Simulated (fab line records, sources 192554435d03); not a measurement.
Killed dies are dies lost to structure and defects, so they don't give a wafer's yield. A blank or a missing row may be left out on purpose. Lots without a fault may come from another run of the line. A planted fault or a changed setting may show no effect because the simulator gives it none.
Which tool did it? | flow n5_finfet | 24 lots, 72 wafers sampled, at 6 steps of a route of 1938

WHAT THE GAUGES READ, wafer by wafer
N5_MOL_CONTACT_COAG_INSPECT_10: inspects for defects (brightfield). Usual: raw_defect_count 72, standard deviation 25.
lot  | measured     | on                | raw_defect_count | flag
L074 | day 4 23:33  | defect_inspect-02 | 73 62 60         |
L075 | day 5 03:10  | defect_inspect-02 | 63 77 85         |
L076 | day 5 08:29  | defect_inspect-01 | 87 118 64        |
L077 | day 5 15:32  | defect_inspect-02 | 60 100 75        |
L078 | day 5 18:53  | defect_inspect-01 | 48 39 66         |
L079 | day 5 22:47  | defect_inspect-02 | 39 45 79         |
L080 | day 6 02:59  | defect_inspect-02 | 120 83 86        |
L081 | day 6 13:02  | defect_inspect-01 | 62 55 47         |
L082 | day 6 18:25  | defect_inspect-01 | 78 121 88        |
L083 | day 7 02:29  | defect_inspect-02 | 85 58 119        |
L084 | day 7 04:28  | defect_inspect-02 | 102 76 90        |
L085 | day 7 18:37  | defect_inspect-02 | 59 108 139       |
L086 | day 7 22:09  | defect_inspect-01 | 67 83 107        |
L087 | day 8 02:38  | defect_inspect-01 | 76 61 75         |
L088 | day 8 06:08  | defect_inspect-01 | 71 56 70         |
L089 | day 8 09:38  | defect_inspect-02 | 72 50 46         |
L090 | day 8 14:52  | defect_inspect-02 | 39 40 25         |
L091 | day 8 21:48  | defect_inspect-02 | 59 43 48         |
L092 | day 9 09:04  | defect_inspect-02 | 56 82 77         |
L093 | day 9 12:17  | defect_inspect-02 | 66 69 85         |
L094 | day 9 18:34  | defect_inspect-02 | 42 55 50         |
L095 | day 10 04:41 | defect_inspect-01 | 81 139 93        |
L096 | day 10 09:16 | defect_inspect-01 | 71 76 110        |
L097 | day 10 10:08 | defect_inspect-02 | 83 87 46         |

WHICH TOOL RAN EACH LOT (tool, then ch and the chambers of the sampled wafers, then the start)
lot  | N5_HKMG_FIN_ETCH_32               | N5_HKMG_FIN_CMP_23            | N5_GATE_CUT_STRIP_59               | N5_GATE_CUT_ETCH_36                | N5_GATE_CUT_CMP_43
L074 | rie_diel-02 ch 0,1, day 4 07:21   | cmp-01 ch 0,1,2, day 4 11:05  | rie_diel-01 ch 1,2,3, day 4 12:08  | rie_diel-01 ch 0,1,2, day 4 15:44  | cmp-02 ch 0,2,3, day 4 22:29
L075 | rie_diel-04 ch 2,3, day 4 08:56   | cmp-02 ch 0,1,3, day 4 12:46  | rie_diel-03 ch 0,1,3, day 4 13:40  | rie_diel-03 ch 0,1, day 4 20:47    | cmp-01 ch 0,3, day 5 02:05
L076 | rie_diel-02 ch 1,2, day 4 20:07   | cmp-01 ch 1,3, day 4 23:46    | rie_diel-01 ch 1,2, day 5 00:50    | rie_diel-03 ch 0,1, day 5 04:47    | cmp-03 ch 1,2, day 5 07:28
L077 | rie_diel-02 ch 0,1,3, day 5 03:40 | cmp-01 ch 0,1,3, day 5 07:21  | rie_diel-03 ch 0,2,3, day 5 08:31  | rie_diel-01 ch 0,1,2, day 5 11:50  | cmp-02 ch 1,2,3, day 5 14:26
L078 | rie_diel-05 ch 0,2, day 5 07:06   | cmp-02 ch 0,3, day 5 10:42    | rie_diel-06 ch 2,3, day 5 11:50    | rie_diel-03 ch 0,1,2, day 5 15:11  | cmp-03 ch 0,1,2, day 5 17:47
L079 | rie_diel-05 ch 1,2, day 5 10:43   | cmp-04 ch 0,1,2, day 5 14:33  | rie_diel-03 ch 1,2,3, day 5 15:41  | rie_diel-03 ch 1,2,3, day 5 19:02  | cmp-03 ch 0,1,3, day 5 21:41
L080 | rie_diel-05 ch 0,1,2, day 5 14:40 | cmp-04 ch 0,1,2, day 5 18:24  | rie_diel-01 ch 0,2,3, day 5 19:32  | rie_diel-03 ch 0,2,3, day 5 23:01  | cmp-01 ch 0,1,3, day 6 01:53
L081 | rie_diel-02 ch 0,2,3, day 6 00:32 | cmp-04 ch 0,2,3, day 6 04:30  | rie_diel-06 ch 0,1,3, day 6 05:35  | rie_diel-01 ch 1,3, day 6 09:15    | cmp-01 ch 2,3, day 6 12:01
L082 | rie_diel-05 ch 0,2, day 6 06:36   | cmp-02 ch 0,2,3, day 6 10:14  | rie_diel-01 ch 0,1, day 6 11:23    | rie_diel-03 ch 0,1,3, day 6 14:43  | cmp-01 ch 0,1,3, day 6 17:28
L083 | rie_diel-05 ch 1,2, day 6 13:31   | cmp-04 ch 0,1,2, day 6 17:09  | rie_diel-03 ch 1,3, day 6 18:17    | rie_diel-01 ch 0,1,2, day 6 22:11  | cmp-01 ch 1,3, day 7 01:22
L084 | rie_diel-05 ch 1,2,3, day 6 16:07 | cmp-01 ch 0,3, day 6 19:47    | rie_diel-03 ch 0,3, day 6 21:19    | rie_diel-03 ch 0,3, day 7 00:38    | cmp-02 ch 1,2, day 7 03:15
L085 | rie_diel-04 ch 0,1,2, day 7 06:02 | cmp-01 ch 1,2, day 7 09:47    | rie_diel-06 ch 0,2,3, day 7 11:14  | rie_diel-03 ch 0,2,3, day 7 14:33  | cmp-03 ch 0,2,3, day 7 17:45
L086 | rie_diel-04 ch 0,1, day 7 10:08   | cmp-02 ch 0,1,3, day 7 13:55  | rie_diel-06 ch 2,3, day 7 15:05    | rie_diel-03 ch 0,3, day 7 18:28    | cmp-02 ch 1,2, day 7 21:04
L087 | rie_diel-04 ch 0,1,2, day 7 14:11 | cmp-01 ch 0,2,3, day 7 18:05  | rie_diel-01 ch 0,2,3, day 7 19:29  | rie_diel-03 ch 0,2,3, day 7 22:49  | cmp-02 ch 0,2,3, day 8 01:25
L088 | rie_diel-02 ch 0,1,3, day 7 17:47 | cmp-01 ch 1,2,3, day 7 21:45  | rie_diel-06 ch 1,2,3, day 7 23:05  | rie_diel-06 ch 0,1,2, day 8 02:26  | cmp-01 ch 1,2,3, day 8 05:02
L089 | rie_diel-04 ch 0,1,3, day 7 20:56 | cmp-01 ch 0,1,2, day 8 00:38  | rie_diel-01 ch 1,2,3, day 8 01:47  | rie_diel-03 ch 0,1,2, day 8 05:49  | cmp-03 ch 0,2,3, day 8 08:25
L090 | rie_diel-05 ch 1,2, day 8 02:36   | cmp-02 ch 0,2,3, day 8 06:46  | rie_diel-01 ch 2,3, day 8 07:46    | rie_diel-03 ch 0,1, day 8 11:05    | cmp-02 ch 0,1,2, day 8 13:41
L091 | rie_diel-05 ch 1,2, day 8 07:57   | cmp-02 ch 1,2, day 8 11:37    | rie_diel-06 ch 1,2,3, day 8 12:45  | rie_diel-06 ch 0,3, day 8 17:27    | cmp-03 ch 0,1,3, day 8 20:44
L092 | rie_diel-02 ch 1,2,3, day 8 20:50 | cmp-04 ch 0,2,3, day 9 00:50  | rie_diel-03 ch 1,2, day 9 01:54    | rie_diel-06 ch 0,1,3, day 9 05:14  | cmp-03 ch 0,1,2, day 9 07:50
L093 | rie_diel-05 ch 2,3, day 8 23:43   | cmp-02 ch 0,1,2, day 9 03:31  | rie_diel-03 ch 0,3, day 9 04:35    | rie_diel-03 ch 0,1,2, day 9 08:35  | cmp-01 ch 1,2, day 9 11:16
L094 | rie_diel-02 ch 0,1,2, day 9 05:04 | cmp-02 ch 1,2,3, day 9 08:41  | rie_diel-03 ch 0,1,3, day 9 09:59  | rie_diel-03 ch 0,1,2, day 9 14:45  | cmp-02 ch 1,2,3, day 9 17:21
L095 | rie_diel-05 ch 0,1, day 9 16:04   | cmp-01 ch 0,3, day 9 19:43    | rie_diel-03 ch 0,2,3, day 9 20:46  | rie_diel-01 ch 0,1, day 10 00:50   | cmp-01 ch 0,1,3, day 10 03:36
L096 | rie_diel-02 ch 0,1, day 9 21:05   | cmp-02 ch 0,1,2, day 10 00:53 | rie_diel-01 ch 0,1,2, day 10 02:05 | rie_diel-06 ch 0,1, day 10 05:26   | cmp-03 ch 0,2, day 10 08:07
L097 | rie_diel-05 ch 0,1,2, day 9 21:50 | cmp-02 ch 0,1,3, day 10 01:34 | rie_diel-06 ch 0,3, day 10 02:43   | rie_diel-03 ch 0,1,2, day 10 06:26 | cmp-01 ch 2,3, day 10 09:07
- N5_HKMG_FIN_ETCH_32: etches SOC in N2/H2, target depth 240 nm, time 300 s.
- N5_HKMG_FIN_CMP_23: polishes, stops on SiNx, t overpolish 10 s, target thk 46.326 nm.
- N5_GATE_CUT_STRIP_59: strips in N2/H2, time 20 s.
- N5_GATE_CUT_ETCH_36: etches SiARC in CF4, target depth 13 nm, time 21.7 s.
- N5_GATE_CUT_CMP_43: polishes SiO2.

WHAT THE TOOLS THEMSELVES READ (means of the sampled wafers that have a number; where no wafer has one, the mark that the record gives instead)
N5_HKMG_FIN_ETCH_32. Usual: drypump_motor_current_A 5.7 A, standard deviation 0.41; n2_flow_sccm 200.0 sccm, standard deviation 0.59; oes_product_au 0.76 a.u., standard deviation 0.1; rf_vpp_V 524 V, standard deviation 3; showerhead_plenum_p_Torr 2.54 Torr, standard deviation 0.11; throttle_valve_pct 17.83 %, standard deviation 0.23.
lot  | tool        | drypump_motor_current_A (A) | n2_flow_sccm (sccm) | oes_product_au (a.u.) | rf_vpp_V (V) | showerhead_plenum_p_Torr (Torr) | throttle_valve_pct (%) | flag
L074 | rie_diel-02 | 6.1                         | 200.8               | 0.69                  | 522          | 2.50                            | 17.83                  |
L075 | rie_diel-04 | 5.6                         | 200.7               | 0.69                  | 523          | 2.53                            | 18.06                  |
L076 | rie_diel-02 | 5.8                         | 199.9               | 0.67                  | 525          | 2.60                            | 18.09                  |
L077 | rie_diel-02 | 6.2                         | 200.4               | 0.68                  | 523          | 2.54                            | 17.87                  |
L078 | rie_diel-05 | 5.2                         | 200.4               | 0.71                  | 524          | 2.53                            | 17.77                  |
L079 | rie_diel-05 | 5.6                         | 200.8               | 0.74                  | 521          | 2.44                            | 17.73                  |
L080 | rie_diel-05 | 5.5                         | 199.9               | 0.73                  | 523          | 2.54                            | 17.77                  |
L081 | rie_diel-02 | 6.1                         | 199.4               | 0.70                  | 522          | 2.50                            | 17.88                  |
L082 | rie_diel-05 | 5.2                         | 199.7               | 0.71                  | 523          | 2.52                            | 17.78                  |
L083 | rie_diel-05 | 5.7                         | 199.7               | 0.74                  | 521          | 2.44                            | 17.74                  |
L084 | rie_diel-05 | 5.7                         | 200.2               | 0.83                  | 523          | 2.49                            | 17.87                  |
L085 | rie_diel-04 | 5.4                         | 200.0               | 0.75                  | 526          | 2.63                            | 17.97                  |
L086 | rie_diel-04 | 5.5                         | 200.3               | 0.76                  | 526          | 2.66                            | 17.77                  |
L087 | rie_diel-04 | 5.4                         | 200.5               | 0.75                  | 526          | 2.63                            | 17.99                  |
L088 | rie_diel-02 | 6.2                         | 199.6               | 0.77                  | 524          | 2.53                            | 17.74                  |
L089 | rie_diel-04 | 5.7                         | 200.0               | 0.84                  | 526          | 2.61                            | 17.62                  |
L090 | rie_diel-05 | 5.7                         | 199.8               | 0.73                  | 521          | 2.43                            | 17.77                  |
L091 | rie_diel-05 | 5.7                         | 199.6               | 0.72                  | 522          | 2.43                            | 17.77                  |
L092 | rie_diel-02 | 6.0                         | 199.7               | 0.75                  | 523          | 2.55                            | 17.89                  |
L093 | rie_diel-05 | 5.5                         | 200.0               | 0.86                  | 521          | 2.44                            | 17.95                  |
L094 | rie_diel-02 | 5.9                         | 199.6               | 0.75                  | 522          | 2.52                            | 17.87                  |
L095 | rie_diel-05 | 5.4                         | 200.7               | 0.87                  | 526          | 2.62                            | 17.56                  |
L096 | rie_diel-02 | 6.0                         | 200.0               | 0.81                  | 523          | 2.55                            | 17.71                  |
L097 | rie_diel-05 | 5.6                         | 199.9               | 0.79                  | 524          | 2.52                            | 17.69                  |

N5_HKMG_FIN_CMP_23. Usual: motor_current_A 12.0 A, standard deviation 1.5; overpolish_run_s 9.97 s, standard deviation 0.27; time_to_endpoint_s 12 s, standard deviation 3.3.
lot  | tool   | motor_current_A (A) | overpolish_run_s (s) | time_to_endpoint_s (s) | flag
L074 | cmp-01 | 11.4                | 10.01                | 12                     |
L075 | cmp-02 | 12.2                | 10.00                | 14                     |
L076 | cmp-01 | 12.5                | 10.02                | 12                     |
L077 | cmp-01 | 12.6                | 10.00                | 9                      |
L078 | cmp-02 | 11.2                | 9.99                 | 14                     |
L079 | cmp-04 | 12.0                | 10.00                | 14                     |
L080 | cmp-04 | 12.6                | 10.00                | 12                     |
L081 | cmp-04 | 12.1                | 9.99                 | 11                     |
L082 | cmp-02 | 11.2                | 10.00                | 13                     |
L083 | cmp-04 | 12.4                | 9.99                 | 14                     |
L084 | cmp-01 | 13.4                | 10.00                | 15                     |
L085 | cmp-01 | 10.6                | 9.99                 | 13                     |
L086 | cmp-02 | 12.6                | 9.99                 | 10                     |
L087 | cmp-01 | 12.7                | 10.01                | 14                     |
L088 | cmp-01 | 11.4                | 10.01                | 9                      |
L089 | cmp-01 | 12.0                | 10.00                | 11                     |
L090 | cmp-02 | 11.0                | 10.00                | 12                     |
L091 | cmp-02 | 12.3                | 10.00                | 16                     |
L092 | cmp-04 | 11.6                | 9.99                 | 12                     |
L093 | cmp-02 | 11.3                | 9.99                 | 11                     |
L094 | cmp-02 | 11.7                | 10.01                | 11                     |
L095 | cmp-01 | 13.5                | 10.00                | 16                     |
L096 | cmp-02 | 11.3                | 10.00                | 11                     |
L097 | cmp-02 | 12.8                | 10.00                | 11                     |

N5_GATE_CUT_STRIP_59. Usual: drypump_motor_current_A 5.9 A, standard deviation 0.45; n2_flow_sccm 300.0 sccm, standard deviation 0.97; oes_product_au 0.76 a.u., standard deviation 0.057; rf_vpp_V 45.2 V, standard deviation 0.92; showerhead_plenum_p_Torr 3.37 Torr, standard deviation 0.13; throttle_valve_pct 12.34 %, standard deviation 0.25.
lot  | tool        | drypump_motor_current_A (A) | n2_flow_sccm (sccm) | oes_product_au (a.u.) | rf_vpp_V (V) | showerhead_plenum_p_Torr (Torr) | throttle_valve_pct (%) | flag
L074 | rie_diel-01 | 5.4                         | 299.3               | 0.75                  | 46.0         | 3.47                            | 12.52                  |
L075 | rie_diel-03 | 6.1                         | 299.8               | 0.77                  | 44.7         | 3.35                            | 12.23                  |
L076 | rie_diel-01 | 5.4                         | 300.0               | 0.74                  | 45.0         | 3.49                            | 12.41                  |
L077 | rie_diel-03 | 6.0                         | 299.8               | 0.77                  | 44.6         | 3.44                            | 12.24                  |
L078 | rie_diel-06 | 5.8                         | 300.3               | 0.77                  | 45.3         | 3.20                            | 12.21                  |
L079 | rie_diel-03 | 6.3                         | 299.8               | 0.74                  | 45.7         | 3.34                            | 12.24                  |
L080 | rie_diel-01 | 5.4                         | 299.9               | 0.75                  | 45.0         | 3.44                            | 12.50                  |
L081 | rie_diel-06 | 6.3                         | 300.2               | 0.82                  | 45.3         | 3.33                            | 12.02                  |
L082 | rie_diel-01 | 5.5                         | 299.7               | 0.71                  | 46.0         | 3.41                            | 12.55                  |
L083 | rie_diel-03 | 6.2                         | 300.2               | 0.77                  | 44.2         | 3.26                            | 12.11                  |
L084 | rie_diel-03 | 5.8                         | 300.9               | 0.79                  | 44.4         | 3.44                            | 12.28                  |
L085 | rie_diel-06 | 6.0                         | 299.6               | 0.76                  | 44.7         | 3.23                            | 12.23                  |
L086 | rie_diel-06 | 5.8                         | 299.0               | 0.76                  | 44.4         | 3.19                            | 12.26                  |
L087 | rie_diel-01 | 5.4                         | 300.6               | 0.74                  | 45.5         | 3.43                            | 12.54                  |
L088 | rie_diel-06 | 6.0                         | 300.2               | 0.80                  | 45.4         | 3.34                            | 12.28                  |
L089 | rie_diel-01 | 5.4                         | 299.9               | 0.74                  | 45.0         | 3.45                            | 12.57                  |
L090 | rie_diel-01 | 5.4                         | 300.1               | 0.74                  | 45.9         | 3.48                            | 12.51                  |
L091 | rie_diel-06 | 6.0                         | 299.5               | 0.79                  | 44.9         | 3.34                            | 12.29                  |
L092 | rie_diel-03 | 6.6                         | 300.3               | 0.68                  | 45.0         | 3.30                            | 12.44                  |
L093 | rie_diel-03 | 5.8                         | 300.0               | 0.76                  | 45.5         | 3.43                            | 12.33                  |
L094 | rie_diel-03 | 6.1                         | 300.9               | 0.74                  | 44.6         | 3.33                            | 12.33                  |
L095 | rie_diel-03 | 6.0                         | 300.3               | 0.75                  | 46.2         | 3.42                            | 12.34                  |
L096 | rie_diel-01 | 5.5                         | 299.5               | 0.78                  | 45.6         | 3.42                            | 12.33                  |
L097 | rie_diel-06 | 6.3                         | 301.0               | 0.75                  | 44.9         | 3.20                            | 12.07                  |

N5_GATE_CUT_ETCH_36. Usual: drypump_motor_current_A 6.0 A, standard deviation 0.46; etch_rf_on_time_s 21.8 s, standard deviation 0.69; oes_product_au 0.64 a.u., standard deviation 0.046; rf_vpp_V 184.1 V, standard deviation 1.3; showerhead_plenum_p_Torr 2.15 Torr, standard deviation 0.083; throttle_valve_pct 15.75 %, standard deviation 0.29.
lot  | tool        | drypump_motor_current_A (A) | etch_rf_on_time_s (s) | oes_product_au (a.u.) | rf_vpp_V (V) | showerhead_plenum_p_Torr (Torr) | throttle_valve_pct (%) | flag
L074 | rie_diel-01 | 5.5                         | 21.9                  | 0.62                  | 185.4        | 2.19                            | 15.85                  |
L075 | rie_diel-03 | 6.1                         | 21.9                  | 0.65                  | 185.1        | 2.17                            | 15.87                  |
L076 | rie_diel-03 | 6.4                         | 21.8                  | 0.63                  | 183.5        | 2.11                            | 15.90                  |
L077 | rie_diel-01 | 5.5                         | 22.1                  | 0.61                  | 184.4        | 2.18                            | 15.87                  |
L078 | rie_diel-03 | 6.2                         | 22.1                  | 0.62                  | 184.4        | 2.17                            | 15.89                  |
L079 | rie_diel-03 | 6.3                         | 21.7                  | 0.64                  | 184.2        | 2.12                            | 15.68                  |
L080 | rie_diel-03 | 5.9                         | 22.4                  | 0.64                  | 184.3        | 2.18                            | 15.67                  |
L081 | rie_diel-01 | 5.4                         | 21.3                  | 0.65                  | 184.4        | 2.18                            | 16.00                  |
L082 | rie_diel-03 | 6.1                         | 21.6                  | 0.64                  | 182.8        | 2.12                            | 15.69                  |
L083 | rie_diel-01 | 5.5                         | 21.6                  | 0.61                  | 184.2        | 2.18                            | 15.88                  |
L084 | rie_diel-03 | 5.8                         | 21.9                  | 0.66                  | 183.8        | 2.17                            | 15.68                  |
L085 | rie_diel-03 | 5.9                         | 22.2                  | 0.63                  | 185.6        | 2.17                            | 15.69                  |
L086 | rie_diel-03 | 5.7                         | 21.8                  | 0.65                  | 184.8        | 2.17                            | 15.68                  |
L087 | rie_diel-03 | 6.0                         | 21.9                  | 0.64                  | 185.4        | 2.17                            | 15.71                  |
L088 | rie_diel-06 | 6.2                         | 21.5                  | 0.66                  | 184.0        | 2.13                            | 15.63                  |
L089 | rie_diel-03 | 6.2                         | 22.3                  | 0.61                  | 184.3        | 2.17                            | 15.93                  |
L090 | rie_diel-03 | 6.4                         | 22.0                  | 0.60                  | 183.6        | 2.11                            | 15.95                  |
L091 | rie_diel-06 | 6.1                         | 20.7                  | 0.67                  | 182.3        | 2.01                            | 15.32                  |
L092 | rie_diel-06 | 6.3                         | 21.3                  | 0.68                  | 183.3        | 2.10                            | 15.38                  |
L093 | rie_diel-03 | 6.2                         | 22.0                  | 0.60                  | 184.2        | 2.16                            | 15.95                  |
L094 | rie_diel-03 | 6.2                         | 21.8                  | 0.60                  | 184.2        | 2.16                            | 15.96                  |
L095 | rie_diel-01 | 5.5                         | 21.8                  | 0.73                  | 184.5        | 2.17                            | 15.71                  |
L096 | rie_diel-06 | 6.5                         | 21.7                  | 0.70                  | 183.3        | 2.19                            | 15.45                  |
L097 | rie_diel-03 | 6.3                         | 22.1                  | 0.60                  | 183.4        | 2.16                            | 15.98                  |

N5_GATE_CUT_CMP_43. Usual: motor_current_A 12.2 A, standard deviation 1.5.
lot  | tool   | motor_current_A (A) | flag
L074 | cmp-02 | 11.1                |
L075 | cmp-01 | 13.5                |
L076 | cmp-03 | 13.8                |
L077 | cmp-02 | 11.6                |
L078 | cmp-03 | 13.2                |
L079 | cmp-03 | 12.1                |
L080 | cmp-01 | 12.3                |
L081 | cmp-01 | 11.4                |
L082 | cmp-01 | 12.2                |
L083 | cmp-01 | 11.7                |
L084 | cmp-02 | 11.1                |
L085 | cmp-03 | 13.1                |
L086 | cmp-02 | 10.9                |
L087 | cmp-02 | 10.9                |
L088 | cmp-01 | 11.7                |
L089 | cmp-03 | 13.1                |
L090 | cmp-02 | 11.2                |
L091 | cmp-03 | 12.7                |
L092 | cmp-03 | 13.6                |
L093 | cmp-01 | 10.7                |
L094 | cmp-02 | 12.2                |
L095 | cmp-01 | 12.5                |
L096 | cmp-03 | 13.9                |
L097 | cmp-01 | 11.7                |

THE ANSWER, worked out from the rows above alone
Rule: a lot is off if the mean of its wafers that have a number lies more than 3 standard deviations from the usual mean. A lot without any number at a reading at which 4 lots or more have one is off too. The other lots that the step has rows for count as sound. The gauges are gone through in route order, then the tools' own readings, and for those a lot's mean is taken as printed above. The first step at which some lot is off is used, and at that step the reading that is off furthest; a lot without a number counts as furthest.
No lot is off at any reading shown: from this, nothing can be told.

WHAT THE SIMULATOR HAD PUT IN
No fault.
